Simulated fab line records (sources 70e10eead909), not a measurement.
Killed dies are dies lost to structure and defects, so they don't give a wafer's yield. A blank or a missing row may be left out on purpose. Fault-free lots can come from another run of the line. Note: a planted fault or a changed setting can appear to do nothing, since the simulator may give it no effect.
Tool commonality check ; flow nand harc ; Sampled: 2 lots, 6 wafers

REASON IT WAS OPENED
Flagged at NHARC_END_SORT_01: reading killed at array, on 2 of 2 lots. No-fault wafers: 50, standard deviation 14.
Rule: a lot is flagged when every wafer of it that has a number lies more than 4 standard deviations from that mean, or none has a number. All remaining lots are regarded as sound.

lot;measured;on;killed at array, wafer by wafer;flag
L980;day 31 22:18;prober-01;147 144 137;FLAGGED
L978;day 32 10:03;prober-02;130 139 142;FLAGGED
The mean of the flagged lots' numbers is 140, +90 from the usual (+6 standard deviations).

WHICH TOOL EACH LOT WENT THROUGH
The record holds 3 process steps before the reading, out of a route of 1302 steps. Each cell gives the tool, then ch followed by the chambers the sampled wafers passed through, then the start.
lot;flag;NHARC_A_ONON_D1_DEP_19;NHARC_THIN_TSV_ETCH_15;NHARC_THIN_TSV_STRIP_62
L980;FLAGGED;pecvd onon-01 ch 0, day 15 19:23;rie si-02 ch 0,1,2, day 31 07:26;plasma asher-02 ch 0,1, day 31 09:10
L978;FLAGGED;pecvd onon-01 ch 0, day 15 10:09;rie si-02 ch 2,3, day 31 19:39;plasma asher-01 ch 0, day 31 21:26
What the steps here do:
- NHARC_A_ONON_D1_DEP_19: target thk 1000 nm.
- NHARC_THIN_TSV_ETCH_15: target depth 3000 nm, bosch target overetch cycles 2, bosch etch step 2.8 s.
- NHARC_THIN_TSV_STRIP_62: strips in N2/H2, time 20 s.
- NHARC_END_SORT_01

FLAGGED OVER TOTAL, TOOL BY TOOL (the gauges that took the reading come last)
step;tool;lots run;flagged;share of the flagged lots;sound lots run after its first flagged lot
NHARC_A_ONON_D1_DEP_19;pecvd onon-01;2;2;all;0
NHARC_THIN_TSV_ETCH_15;rie si-02;2;2;all;0
NHARC_THIN_TSV_STRIP_62;plasma asher-01;1;1;some;0
NHARC_THIN_TSV_STRIP_62;plasma asher-02;1;1;some;0
NHARC_END_SORT_01;prober-01;1;1;some;0
NHARC_END_SORT_01;prober-02;1;1;some;0

WHAT IS ALLOWED BY THE TABLE
Rows of the table that ran all the flagged lots, 2 in number: pecvd onon-01 at NHARC_A_ONON_D1_DEP_19; rie si-02 at NHARC_THIN_TSV_ETCH_15.
- pecvd onon-01 at NHARC_A_ONON_D1_DEP_19 ran 2 lots, 2 of them flagged. Because this sample shows no sound lot run on it before its first flagged lot, the start cannot be pinned down more closely.
- rie si-02 at NHARC_THIN_TSV_ETCH_15 ran 2 lots, 2 of them flagged. Because this sample shows no sound lot run on it before its first flagged lot, the start cannot be pinned down more closely.
A lot count leaves these 2 tools indistinguishable: every one of them fits a fault beginning at some hour. More lots, or a look at what each step does to the wafer, might.

WHAT THE SIMULATOR HAD INSERTED
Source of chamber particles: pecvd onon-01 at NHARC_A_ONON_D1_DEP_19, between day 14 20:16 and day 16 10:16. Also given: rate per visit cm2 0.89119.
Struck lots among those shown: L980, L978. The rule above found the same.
